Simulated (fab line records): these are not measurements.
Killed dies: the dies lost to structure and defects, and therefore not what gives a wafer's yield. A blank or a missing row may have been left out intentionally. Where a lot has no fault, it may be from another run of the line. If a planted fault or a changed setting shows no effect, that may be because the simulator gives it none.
fab line records ; flow n5-finfet
[record] lots = 11; wafers = 32; last-day = 19
route steps=1938 shown BEOL_M11@1577 PASSIVATION@1936
lots that met no fault: from a run of the same line without faults
start-h: the number of hours between the record's first day and the start of the first shown wafer of the lot ; wait-h: time in hours since the lot's previous step ; " unchanged from the row above ; L1.1+2: several wafers, shown together as one row ; - value missing, or start not given ; * or withheld: withheld ; < > ~ a bound
route shown NAME@n: NAME is a module with steps in the file, n the number in the route of the first one ; usual: mean and standard deviation over wafers with no fault ; same: alike in all rows ; chamber/n: place in a boat ; sites: per-site readings ; _std_site: standard deviation of those values ; _edge_site: outer sites' mean less inner sites' ; radius-mm: for every site, how far away it sits from the centre of the wafer ; mask NAME#n: copy n ; behind: tool/chamber where the wafer was last shaped ; hold: why the lot went on hold/how many hours it stayed there/how the hold came to an end ; device: names the non-switching transistor (n, p or np) ; end of line: tests run on the same wafers once the route is complete ; for a step that has no rows: nothing shown but its recipe ; killed: dies that structure and defects cost at the first sort, which is not the same as the wafer's yield ; map: a wafer's dies, marking killed ones x, the rest . and places with no die _
set.NAME: the run value of the setting; set.NAME@STEP: its run value at that earlier step ; model.NAME: the simulator's own value behind a step, which no gauge read
steps of the route over a sample of lots; a table a step, a row a wafer
services: the hour from which a tool's chamber was out of use, counted from the record's first day as start-h (under 0 if before that day), plus the number of hours and why
[[steps]]
[step N5_BEOL_M11_STRIP_36]
[recipe] chemistry = N2/H2; power-w = 450; temp-c = 40; pressure-mtorr = 20; rf-frequency-hz = 6e+07; overash-fraction = 0.3; bias-power-w = 7; h2-frac = 0.5; n2-flow-sccm = 200; h2-flow-sccm = 200
[usual] bias-power-w = 6.999/0.022; drypump-motor-current-A = 5.5/0.39; oes-product-au = 0.83/0.11; rf-vpp-V = 59.2/2; showerhead-plenum-p-Torr = 2.54/0.11; throttle-valve-pct = 23.60/0.29
lot.wafer;tool;chamber;start-h;wait-h;bias-power-w;drypump-motor-current-A;oes-product-au;rf-hours-counter-h;rf-vpp-V;showerhead-plenum-p-Torr;throttle-valve-pct
L567.1;rie-diel-02;0;254.16;0.0;6.981;5.4;0.94;22;57.3;2.58;23.52
L567.4;rie-diel-02;2;254.16;0.0;6.991;5.5;1.00;0;61.4;2.50;23.26
L567.6;rie-diel-02;1;254.16;0.0;7.023;6.1;0.72;-;57.3;2.42;23.46
L568.1;rie-diel-04;0;254.33;0.0;6.977;5.8;0.90;34;57.4;2.49;23.46
L568.2;rie-diel-04;1;254.33;0.0;7.021;6.3;0.67;247;63.4;2.40;24.06
L568.6;rie-diel-04;0;254.33;0.0;6.994;5.8;0.88;-;57.9;2.49;23.52
L570.4;rie-diel-04;0;305.80;0.0;7.035;5.8;0.88;-;61.4;2.49;23.50
L570.5;rie-diel-04;1;305.80;0.0;7.017;6.3;0.97;-;59.1;2.71;23.75
L570.6;rie-diel-04;2;305.80;0.0;7.004;5.3;0.69;-;61.4;2.64;24.00
L573.2;rie-diel-04;2;325.40;0.0;7.051;5.2;0.69;208;58.6;2.64;24.00
L573.4;rie-diel-04;0;325.40;0.0;6.981;5.8;0.83;-;59.6;2.48;23.50
L573.5;rie-diel-04;1;325.40;0.0;6.952;6.3;0.93;-;57.8;2.71;23.75
L572.1;rie-diel-04;1;325.87;0.0;6.977;6.3;0.91;16;60.5;2.71;23.78
L572.4;rie-diel-04;2;325.87;0.0;7.012;5.2;0.69;-;64.0;2.64;24.03
L572.6;rie-diel-04;1;325.87;0.0;6.970;6.3;0.92;-;60.2;2.71;23.77
L575.1;rie-diel-04;3;342.83;0.0;7.025;5.7;0.96;4;60.0;2.49;23.51
L575.3;rie-diel-04;2;342.83;0.0;7.017;5.3;0.70;214;58.6;2.64;24.03
L575.4;rie-diel-04;1;342.83;0.0;6.993;6.3;0.93;21;59.0;2.71;23.78
L578.1;rie-diel-06;2;361.55;0.0;6.991;5.2;0.99;3;59.4;2.61;23.52
L578.6;rie-diel-06;1;361.55;0.0;6.996;5.7;1.01;-;59.2;2.70;22.98
L586.2;rie-diel-06;2;410.51;0.0;7.001;5.2;0.92;20;56.9;2.61;23.55
L586.4;rie-diel-06;2;410.51;0.0;6.972;5.2;0.96;-;59.8;2.61;23.50
L586.6;rie-diel-06;3;410.51;0.0;7.022;5.4;0.68;-;60.7;2.40;24.01
L589.2;rie-diel-04;1;410.68;0.0;6.979;6.3;0.85;44;57.3;2.70;23.78
L589.5;rie-diel-04;2;410.68;0.0;6.975;5.3;0.68;-;61.6;2.63;23.99
L589.6;rie-diel-04;1;410.68;0.0;6.999;6.3;0.86;-;63.1;2.70;23.84
L587.1;rie-diel-04;1;411.53;0.0;7.016;6.3;0.87;45;60.6;2.70;23.77
L587.3;rie-diel-04;2;411.53;0.0;6.965;5.3;0.67;238;60.4;2.63;24.05
L587.4;rie-diel-04;0;411.53;0.0;6.993;5.8;0.83;90;56.7;2.47;23.54
L590.1;rie-diel-02;0;413.73;0.0;6.997;5.4;0.88;48;61.1;2.57;23.58
L590.5;rie-diel-02;0;413.73;0.0;7.012;5.4;0.88;-;61.4;2.57;23.53
L590.6;rie-diel-02;1;413.73;0.0;6.987;6.0;0.68;-;61.2;2.41;23.52
[step N5_BEOL_M11_CURE_72]
[recipe] temp-c = 370; time-s = 120; ambient = DMADMS/He; material = SiCOH_lowk
[usual] lamp-power-pct = 52.31/0.05; wafer_temp_C_max = 371.7/0.51
lot.wafer;tool;chamber;start-h;wait-h;lamp-power-pct;wafer_temp_C_max
L567.1;uv-cure-01;0;254.57;0.0;52.27;372.0
L567.4;uv-cure-01;0;254.57;0.0;52.34;372.4
L567.6;uv-cure-01;0;254.57;0.0;52.29;372.9
L568.1;uv-cure-02;1;254.75;0.0;52.22;371.6
L568.2;uv-cure-02;1;254.75;0.0;52.29;371.6
L568.6;uv-cure-02;1;254.75;0.0;52.32;371.3
L570.4;uv-cure-03;0;306.35;0.2;52.30;372.5
L570.5;uv-cure-03;0;306.35;0.2;52.32;372.1
L570.6;uv-cure-03;0;306.35;0.2;52.25;372.7
L573.2;uv-cure-01;1;325.87;0.1;52.27;371.2
L573.4;uv-cure-01;1;325.87;0.1;52.30;371.1
L573.5;uv-cure-01;1;325.87;0.1;52.34;372.0
L572.1;uv-cure-03;2;326.28;0.0;52.36;371.4
L572.4;uv-cure-03;2;326.28;0.0;52.39;371.5
L572.6;uv-cure-03;2;326.28;0.0;52.36;371.6
L575.1;uv-cure-01;2;343.25;0.0;52.29;371.5
L575.3;uv-cure-01;2;343.25;0.0;52.37;371.5
L575.4;uv-cure-01;2;343.25;0.0;52.36;370.9
L578.1;uv-cure-03;1;361.97;0.0;52.34;372.1
L578.6;uv-cure-03;1;361.97;0.0;52.41;372.2
L586.2;uv-cure-03;0;410.97;0.1;52.29;372.2
L586.4;uv-cure-03;0;410.97;0.1;52.28;371.7
L586.6;uv-cure-03;0;410.97;0.1;52.28;372.6
L589.2;uv-cure-03;1;411.27;0.2;52.33;371.9
L589.5;uv-cure-03;1;411.27;0.2;52.28;372.0
L589.6;uv-cure-03;1;411.27;0.2;52.27;372.0
L587.1;uv-cure-03;2;412.12;0.2;52.28;371.4
L587.3;uv-cure-03;2;412.12;0.2;52.35;371.4
L587.4;uv-cure-03;2;412.12;0.2;52.34;371.2
L590.1;uv-cure-02;0;414.15;0.0;52.32;371.5
L590.5;uv-cure-02;0;414.15;0.0;52.33;371.0
L590.6;uv-cure-02;0;414.15;0.0;52.39;371.8
[step N5_BEOL_M11_DEGAS_44]
[recipe] ambient = vacuum; temp-c = 250; time-s = 60
[usual] heater-power-w = 327/26
lot.wafer;tool;chamber;start-h;wait-h;heater-power-w
L567.1;pvd-sputter-03;-;254.97;0.3;283
L567.4;pvd-sputter-03;-;254.97;0.3;375
L567.6;pvd-sputter-03;-;254.97;0.3;341
L568.1;pvd-sputter-03;-;255.63;0.8;281
L568.2;pvd-sputter-03;-;255.63;0.8;308
L568.6;pvd-sputter-03;-;255.63;0.8;386
L570.4;pvd-sputter-02;-;306.52;0.1;328
L570.5;pvd-sputter-02;-;306.52;0.1;315
L570.6;pvd-sputter-02;-;306.52;0.1;313
L573.2;pvd-sputter-01;-;326.15;0.2;327
L573.4;pvd-sputter-01;-;326.15;0.2;346
L573.5;pvd-sputter-01;-;326.15;0.2;327
L572.1;pvd-sputter-02;-;326.93;0.5;320
L572.4;pvd-sputter-02;-;326.93;0.5;323
L572.6;pvd-sputter-02;-;326.93;0.5;313
L575.1;pvd-sputter-02;-;343.88;0.5;325
L575.3;pvd-sputter-02;-;343.88;0.5;321
L575.4;pvd-sputter-02;-;343.88;0.5;295
L578.1;pvd-sputter-01;-;364.45;2.4;353
L578.6;pvd-sputter-01;-;364.45;2.4;323
L586.2;pvd-sputter-02;-;411.36;0.3;320
L586.4;pvd-sputter-02;-;411.36;0.3;331
L586.6;pvd-sputter-02;-;411.36;0.3;326
L589.2;pvd-sputter-03;-;411.55;0.2;339
L589.5;pvd-sputter-03;-;411.55;0.2;302
L589.6;pvd-sputter-03;-;411.55;0.2;337
L587.1;pvd-sputter-01;-;412.64;0.5;300
L587.3;pvd-sputter-01;-;412.64;0.5;349
L587.4;pvd-sputter-01;-;412.64;0.5;333
L590.1;pvd-sputter-03;-;414.87;0.6;380
L590.5;pvd-sputter-03;-;414.87;0.6;316
L590.6;pvd-sputter-03;-;414.87;0.6;384
[step N5_BEOL_M11_ALD_74]
[recipe] material = TaN; target-thk-a = 20; temp-c = 275; ald-precursor-family = PDMAT; ald-co-reactant = NH3; pressure-torr = 3; carrier-flow-sccm = 1500; pulse-time-s = 2; purge-time-s = 3; co-reactant-purge-time-s = 2; co-reactant-pulse-time-s = 3; ald-cycles = 40; precursor-vessel-temp-c = 75; precursor-vessel-pressure-torr = 26.25; precursor-vessel-carrier-sccm = 1000
[usual] ald-cycles = 40/0; chamber-pressure-Torr = 3.001/0.0063; heater-power-w = 395/40; mfc-carrier-sccm = 1499/4.5
lot.wafer;tool;chamber;start-h;wait-h;ald-cycles;chamber-pressure-Torr;heater-power-w;mfc-carrier-sccm
L567.1;ald-metal-01;3;255.07;0.0;40;3.002;371;1500
L567.4;ald-metal-01;1;255.07;0.0;40;2.996;427;1501
L567.6;ald-metal-01;1;255.07;0.0;40;3.000;435;1497
L568.1;ald-metal-04;1;255.73;0.0;40;3.004;358;1488
L568.2;ald-metal-04;2;255.73;0.0;40;3.005;424;1498
L568.6;ald-metal-04;2;255.73;0.0;40;2.987;422;1493
L570.4;ald-metal-04;0;306.75;0.2;40;2.993;481;1499
L570.5;ald-metal-04;1;306.75;0.2;40;3.000;368;1496
L570.6;ald-metal-04;2;306.75;0.2;40;3.001;413;1495
L573.2;ald-metal-04;1;326.27;0.1;40;2.983;359;1492
L573.4;ald-metal-04;0;326.27;0.1;40;3.010;479;1500
L573.5;ald-metal-04;1;326.27;0.1;40;2.986;360;1492
L572.1;ald-metal-03;2;327.03;0.0;40;2.987;410;1500
L572.4;ald-metal-03;3;327.03;0.0;40;3.000;332;1494
L572.6;ald-metal-03;1;327.03;0.0;40;3.011;409;1502
L575.1;ald-metal-04;3;343.98;0.0;40;3.015;339;1496
L575.3;ald-metal-04;0;343.98;0.0;40;3.015;492;1501
L575.4;ald-metal-04;1;343.98;0.0;30;3.006;365;1495
L578.1;ald-metal-04;1;364.63;0.1;40;2.999;369;1501
L578.6;ald-metal-04;3;364.63;0.1;30;3.006;353;1490
L586.2;ald-metal-01;0;411.47;0.0;40;3.001;395;1496
L586.4;ald-metal-01;1;411.47;0.0;40;3.004;404;1500
L586.6;ald-metal-01;0;411.47;0.0;40;3.007;403;1502
L589.2;ald-metal-03;3;411.65;0.0;40;3.007;344;1496
L589.5;ald-metal-03;0;411.65;0.0;40;3.003;377;1503
L589.6;ald-metal-03;3;411.65;0.0;40;2.994;340;1497
L587.1;ald-metal-01;0;412.74;0.0;40;2.996;396;1494
L587.3;ald-metal-01;3;412.74;0.0;40;3.000;332;1500
L587.4;ald-metal-01;2;412.74;0.0;40;3.005;435;1501
L590.1;ald-metal-01;1;415.07;0.1;40;3.009;405;1499
L590.5;ald-metal-01;3;415.07;0.1;40;2.992;343;1498
L590.6;ald-metal-01;2;415.07;0.1;40;3.005;436;1504
[step N5_PASSIVATION_PROBE_49]
[usual] defect-limited-yield = 90.9/1.4; killed_at_M0_to_M3 = 38/11; killed_at_M4_up = 13/5.9; killed-at-contacts = 14/6.4; killed-at-front-end = 38/11; killed-at-other = 3.3/2.5; killed-dies = 107/16; killed-open = 70/12; killed-short = 35/7.7; sort_bin_5_function = 5.3/0.94; sort_bin_6_memory = 3.5/0.7; sort_bin_8_speed = 0.00/0.007; sort-n-pass = 1073/16; sort-yield-pct = 90.9/1.4
[same] gross-dies = 1180; killed-at-back-side = 0; sort_bin_4_leakage[%] = 0
lot.wafer;tool;chamber;start-h;wait-h;defect-limited-yield[%];killed_at_M0_to_M3;killed_at_M4_up;killed-at-contacts;killed-at-front-end;killed-at-other;killed-dies;killed-open;killed-short;sort_bin_5_function[%];sort_bin_6_memory[%];sort_bin_8_speed[%];sort-n-pass;sort-yield-pct[%]
L567.1;prober-01;-;290.92;0.0;91.5;38;8;17;36;1;100;65;35;5.0;3.3;0;1080;91.5
L567.4;prober-01;-;291.07;0.2;90.8;41;5;24;37;1;108;79;27;6.3;2.6;0;1072;90.8
L567.6;prober-01;-;291.17;0.3;90.8;46;18;13;29;2;108;64;44;4.8;3.9;0;1072;90.8
L570.4;prober-01;-;349.81;0.2;90.1;30;9;29;46;3;117;72;42;5.2;4.2;0;1063;90.1
L570.5;prober-01;-;349.86;0.2;88.5;30;8;27;69;2;136;91;44;6.4;4.8;0;1044;88.5
L570.6;prober-01;-;349.91;0.3;86.9;35;20;27;71;1;154;94;58;8.1;4.3;0;1026;86.9
L578.1;prober-01;-;407.03;0.0;89.7;41;22;20;37;2;122;82;40;5.3;5.1;0;1058;89.7
L578.6;prober-01;-;407.28;0.3;89.9;46;20;18;31;4;119;82;36;6.0;3.6;0;1061;89.9
// killed by level:class
L567.1 MOL_CONTACT_COAG:geometric-particle:open=16 BEOL_M3:geometric-particle:open=10 BEOL_M0_SAQP:geometric-particle:short=9 GATE_CUT:geometric-particle:short=7 BEOL_M0_SAQP:geometric-particle:open=7 DUMMY_GATE:geometric-particle:open=6 FIN_SAQP:geometric-particle:open=4 BEOL_M1:geometric-particle:open=4
L567.4 MOL_CONTACT_COAG:geometric-particle:open=21 BEOL_M0_SAQP:geometric-particle:open=17 FIN_SAQP:geometric-particle:open=13 BEOL_M0_SAQP:geometric-particle:short=9 GATE_CUT:geometric-particle:short=5 BEOL_M1:geometric-particle:open=4 BEOL_M2:geometric-particle:short=4 STARTING-WAFER:geometric-particle:open=4
L567.6 BEOL_M0_SAQP:geometric-particle:short=12 BEOL_M0_SAQP:geometric-particle:open=11 BEOL_M3:geometric-particle:open=9 BEOL_M4:geometric-particle:open=9 FIN_SAQP:geometric-particle:open=8 MOL_CONTACT_COAG:geometric-particle:open=8 FIN_SAQP:geometric-particle:short=7 MOL_CONTACT_COAG:geometric-particle:short=5
L570.4 MOL_CONTACT_COAG:geometric-particle:open=21 FIN_SAQP:geometric-particle:short=11 FIN_SAQP:geometric-particle:open=9 MOL_CONTACT_COAG:geometric-particle:short=8 GATE_CUT:geometric-particle:short=6 BEOL_M1:geometric-particle:open=5 BEOL_M1:geometric-particle:short=5 STARTING-WAFER:geometric-particle:open=5
L570.5 FIN_SAQP:geometric-particle:open=25 MOL_CONTACT_COAG:geometric-particle:open=21 FIN_SAQP:geometric-particle:short=18 BEOL_M0_SAQP:geometric-particle:short=12 STI_FIN_REVEAL:geometric-particle:open=10 BEOL_M0_SAQP:geometric-particle:open=7 MOL_CONTACT_COAG:geometric-particle:short=6 GATE_CUT:geometric-particle:open=5
L570.6 FIN_SAQP:geometric-particle:short=27 FIN_SAQP:geometric-particle:open=23 MOL_CONTACT_COAG:geometric-particle:open=21 BEOL_M1:geometric-particle:open=10 BEOL_M0_SAQP:geometric-particle:short=10 STI_FIN_REVEAL:geometric-particle:open=9 MOL_CONTACT_COAG:geometric-particle:short=6 GATE_CUT:geometric-particle:short=5
L578.1 MOL_CONTACT_COAG:geometric-particle:open=14 DUMMY_GATE:geometric-particle:open=10 BEOL_M3:geometric-particle:open=10 BEOL_M4:geometric-particle:open=10 BEOL_M2:geometric-particle:open=7 MOL_CONTACT_COAG:geometric-particle:short=6 BEOL_M0_SAQP:geometric-particle:short=6 STI_FIN_REVEAL:geometric-particle:open=5
L578.6 MOL_CONTACT_COAG:geometric-particle:open=14 FIN_SAQP:geometric-particle:short=12 BEOL_M2:geometric-particle:open=9 BEOL_M3:geometric-particle:open=9 FIN_SAQP:geometric-particle:open=8 BEOL_M0_SAQP:geometric-particle:open=7 BEOL_M0:geometric-particle:open=6 BEOL_M4:geometric-particle:open=6
[[services]]
tool;chamber;start-h;hours;kind
rie-diel-04;3;236.60;5.9;repair
pvd-sputter-01;-;237.91;1.1;repair
rie-diel-02;-;257.06;72.1;repair
ald-metal-01;-;270.16;6.0;pm
uv-cure-01;-;279.90;0.5;repair
uv-cure-02;-;281.24;7.5;pm
uv-cure-03;-;289.04;7.5;pm
rie-diel-04;3;294.15;6.5;repair
ald-metal-04;3;303.04;30.8;repair
ald-metal-03;2;310.55;1.5;repair
rie-diel-02;-;329.20;14.6;pm
rie-diel-06;3;331.95;2.6;repair
rie-diel-04;-;336.59;4.8;repair
ald-metal-01;-;337.25;14.0;pm
rie-diel-06;-;338.02;0.6;repair
rie-diel-06;0;347.58;3.7;repair
ald-metal-04;0;354.41;20.4;repair
uv-cure-01;-;355.77;0.8;repair
uv-cure-02;-;373.16;0.4;repair
uv-cure-01;-;377.69;6.0;pm
ald-metal-03;-;382.36;0.4;repair
uv-cure-02;-;394.84;7.5;pm
ald-metal-04;-;402.93;6.0;pm
uv-cure-01;-;409.91;24.9;pm
[[key]]
[first-sign] step = N5_BEOL_M11_ALD_74; reading = ald-cycles; direction = down; sigmas = 99+; usual = *; struck = *
effect none on later readings
met-at N5_BEOL_M11_ALD_74
struck-lots L575,L578
struck-wafers L575.4,L578.6
not-acting-at N5_BEOL_M11_STRIP_36,N5_BEOL_M11_CURE_72,N5_BEOL_M11_DEGAS_44
onset-between 326.27 343.98
[fault] kind = process-parameter-drift; tool = ald-metal-04; chamber = -; onset-h = 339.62; steps = N5_BEOL_M11_ALD_74; channel = ald-cycles; offset = *; shape = step; end-h = 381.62; scope = struck-wafers-only; acts-in = *; stated = *
